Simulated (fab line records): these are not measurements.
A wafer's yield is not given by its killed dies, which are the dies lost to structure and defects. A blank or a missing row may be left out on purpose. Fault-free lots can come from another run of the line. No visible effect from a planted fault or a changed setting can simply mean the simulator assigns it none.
Which tool was responsible?    flow nand_harc    12 lots with 36 wafers sampled at 5 steps, on a route of 1159 steps

WHAT THE GAUGES READ, wafer by wafer
NHARC_A_CONTACT_CD_MEAS_69: target cd 200 nm.
lot   measured      on         cd_nm (nm)
L075  day 16 22:12  cd_sem-01  200.1 200.9 199.9
L077  day 17 05:28  cd_sem-03  199.7 200.1 199.9
L079  day 18 01:29  cd_sem-03  199.8 199.8 199.7
L081  day 18 16:49  cd_sem-03  200.4 199.8 200.7
L083  day 18 21:38  cd_sem-01  199.3 200.0 200.1
L086  day 19 14:51  cd_sem-01  200.0 199.5 199.7
L084  day 19 22:19  cd_sem-03  199.8 199.3 199.8
L088  day 20 08:13  cd_sem-02  200.8 199.7 200.3
L093  day 21 02:15  cd_sem-03  200.1 200.0 199.5
L094  day 21 07:25  cd_sem-02  200.6 200.2 200.0
L097  day 22 07:50  cd_sem-03  199.8 199.2 199.8
L096  day 22 13:05  cd_sem-02  199.5 199.6 199.2

WHAT TOOL EACH LOT RAN ON (gives the tool, then ch and the chambers of the sampled wafers, and finally the start)
lot   NHARC_A_WL_FILL_CVD_20                    NHARC_A_CONTACT_DEP_28         NHARC_A_CONTACT_ETCH_116              NHARC_A_CONTACT_ETCH_118
L075  cvd_w-01 ch 0,1, day 16 11:52 or earlier  acl_dep-03 ch 0, day 16 11:52  har_cap_etch-01 ch 0,1, day 16 16:52  har_cap_etch-01 ch 0,1, day 16 17:03
L077  cvd_w-02 ch 0,1, day 16 18:18 or earlier  acl_dep-02 ch 0, day 16 18:18  har_cap_etch-03 ch 0,1, day 17 00:17  har_cap_etch-03 ch 0,1, day 17 00:28
L079  cvd_w-01 ch 0,1, day 17 14:02 or earlier  acl_dep-03 ch 0, day 17 14:02  har_cap_etch-01 ch 0,1, day 17 18:57  har_cap_etch-01 ch 0,1, day 17 19:08
L081  cvd_w-02 ch 0,1, day 18 08:01 or earlier  acl_dep-02 ch 0, day 18 08:01  har_cap_etch-01 ch 0,1, day 18 11:53  har_cap_etch-01 ch 0,1, day 18 12:04
L083  cvd_w-02 ch 0,1, day 18 11:46 or earlier  acl_dep-02 ch 0, day 18 11:46  har_cap_etch-02 ch 0,1, day 18 16:37  har_cap_etch-02 ch 0,1, day 18 16:48
L086  cvd_w-02 ch 0,1, day 19 04:43 or earlier  acl_dep-03 ch 0, day 19 04:43  har_cap_etch-03 ch 1, day 19 09:40    har_cap_etch-03 ch 1, day 19 09:51
L084  cvd_w-02 ch 0,1, day 19 12:34 or earlier  acl_dep-02 ch 0, day 19 12:34  har_cap_etch-01 ch 0,1, day 19 17:15  har_cap_etch-01 ch 0,1, day 19 17:26
L088  cvd_w-02 ch 0,1, day 19 21:05 or earlier  acl_dep-01 ch 0, day 19 21:05  har_cap_etch-03 ch 0,1, day 20 02:10  har_cap_etch-03 ch 0,1, day 20 02:20
L093  cvd_w-02 ch 0, day 20 15:56 or earlier    acl_dep-02 ch 0, day 20 15:56  har_cap_etch-03 ch 1, day 20 20:43    har_cap_etch-03 ch 1, day 20 20:54
L094  cvd_w-02 ch 0,1, day 20 18:50 or earlier  acl_dep-03 ch 0, day 20 18:50  har_cap_etch-01 ch 0, day 20 23:58    har_cap_etch-01 ch 0, day 21 00:09
L097  cvd_w-02 ch 0,1, day 21 21:59 or earlier  acl_dep-02 ch 0, day 21 21:59  har_cap_etch-03 ch 1, day 22 02:54    har_cap_etch-03 ch 1, day 22 03:05
L096  cvd_w-02 ch 0,1, day 22 01:53 or earlier  acl_dep-01 ch 0, day 22 01:53  har_cap_etch-01 ch 0,1, day 22 07:13  har_cap_etch-01 ch 0,1, day 22 07:23
- NHARC_A_WL_FILL_CVD_20: deposits W, target thk 75 nm, time 5064 s.
- NHARC_A_CONTACT_DEP_28: deposits aC, target thk 3600 nm.
- NHARC_A_CONTACT_ETCH_116: etches the open film in C4F8/O2/Ar, time 94 s, target depth 922 nm.
- NHARC_A_CONTACT_ETCH_118: etches the open film in C4F8/O2/Ar, time 94 s, target depth 922 nm.

THE ANSWER, worked out from the rows above alone
Rule: usual is defined by the lots themselves. Put in order of their means at a reading, lots are off if they are a third of the lots or fewer, leave a main group of 4 or more, and stand apart from it by a gap of 3 or more times the standard deviation of the main group's means; of several such gaps the widest counts. Not used: any main group whose means are identical at the precision the tables above print for the reading. Also off: a lot with no number at a reading for which 4 or more lots have one. Where the step has rows for the other lots, those lots are counted as sound.
No lot is off on any of the readings shown, so nothing can be concluded from this.

WHAT THE SIMULATOR PUT IN
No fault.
